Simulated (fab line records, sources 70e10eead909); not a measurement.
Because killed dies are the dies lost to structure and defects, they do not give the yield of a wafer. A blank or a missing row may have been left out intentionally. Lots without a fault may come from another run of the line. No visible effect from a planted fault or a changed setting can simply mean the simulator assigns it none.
Chamber matching / flow nand_harc / NHARC_P_M2_CMP_23 on cmp-04 has 4 sister chambers
The step polishes, t overpolish 20 s, target thk 144.3 nm. 7 wafers are shown with their chamber, then 8 later ones without.

== EACH WAFER AND ITS CHAMBER ==
wafer=L077.1; chamber=3; motor_current_A (A)=13.3; time_to_endpoint_s (s)=26
wafer=L080.2; chamber=0; motor_current_A (A)=10.7; time_to_endpoint_s (s)=24
wafer=L080.6; chamber=2; motor_current_A (A)=10.2; time_to_endpoint_s (s)=20
wafer=L084.2; chamber=2; motor_current_A (A)=10.3; time_to_endpoint_s (s)=22
wafer=L084.5; chamber=0; motor_current_A (A)=10.9; time_to_endpoint_s (s)=24
wafer=L084.6; chamber=1; motor_current_A (A)=12.7; time_to_endpoint_s (s)=30
wafer=L087.1; chamber=1; motor_current_A (A)=13.3; time_to_endpoint_s (s)=28

== WAFERS WITHOUT THEIR CHAMBER ==
wafer=L087.2; motor_current_A (A)=13.3; time_to_endpoint_s (s)=28
wafer=L087.5; motor_current_A (A)=11.1; time_to_endpoint_s (s)=25
wafer=L089.1; motor_current_A (A)=10.3; time_to_endpoint_s (s)=24
wafer=L089.5; motor_current_A (A)=10.3; time_to_endpoint_s (s)=23
wafer=L089.6; motor_current_A (A)=13.1; time_to_endpoint_s (s)=30
wafer=L091.4; motor_current_A (A)=13.4; time_to_endpoint_s (s)=32
wafer=L091.5; motor_current_A (A)=13.3; time_to_endpoint_s (s)=25
wafer=L091.6; motor_current_A (A)=10.3; time_to_endpoint_s (s)=21

== WHICH CHAMBER EACH WENT THROUGH ==
wafer=L087.2; from the rows above=can't be placed: 1 or 3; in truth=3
wafer=L087.5; from the rows above=0; in truth=0
wafer=L089.1; from the rows above=can't be placed: 0 or 2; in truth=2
wafer=L089.5; from the rows above=can't be placed: 2 or 0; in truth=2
wafer=L089.6; from the rows above=1; in truth=1
wafer=L091.4; from the rows above=1; in truth=1
wafer=L091.5; from the rows above=3; in truth=3
wafer=L091.6; from the rows above=2; in truth=2
5 of 8 placed correctly. Not placeable from these rows: 3 (in 3, the candidates include the true chamber). Placed wrongly: 0.
How it was worked out, from the rows above alone: a wafer's distance from a chamber is the root of the sum, over the readings, of the square of ((its reading less the chamber's mean) divided by the reading's scatter). If the next closest chamber is less than 2 further off than the closest, the wafer can't be placed; otherwise it belongs to the closest. A chamber's mean is the mean of its shown wafers. The scatter is the square root of a quotient: the sum, over the shown wafers, of each reading's squared deviation from its chamber's mean, divided by wafers minus chambers.
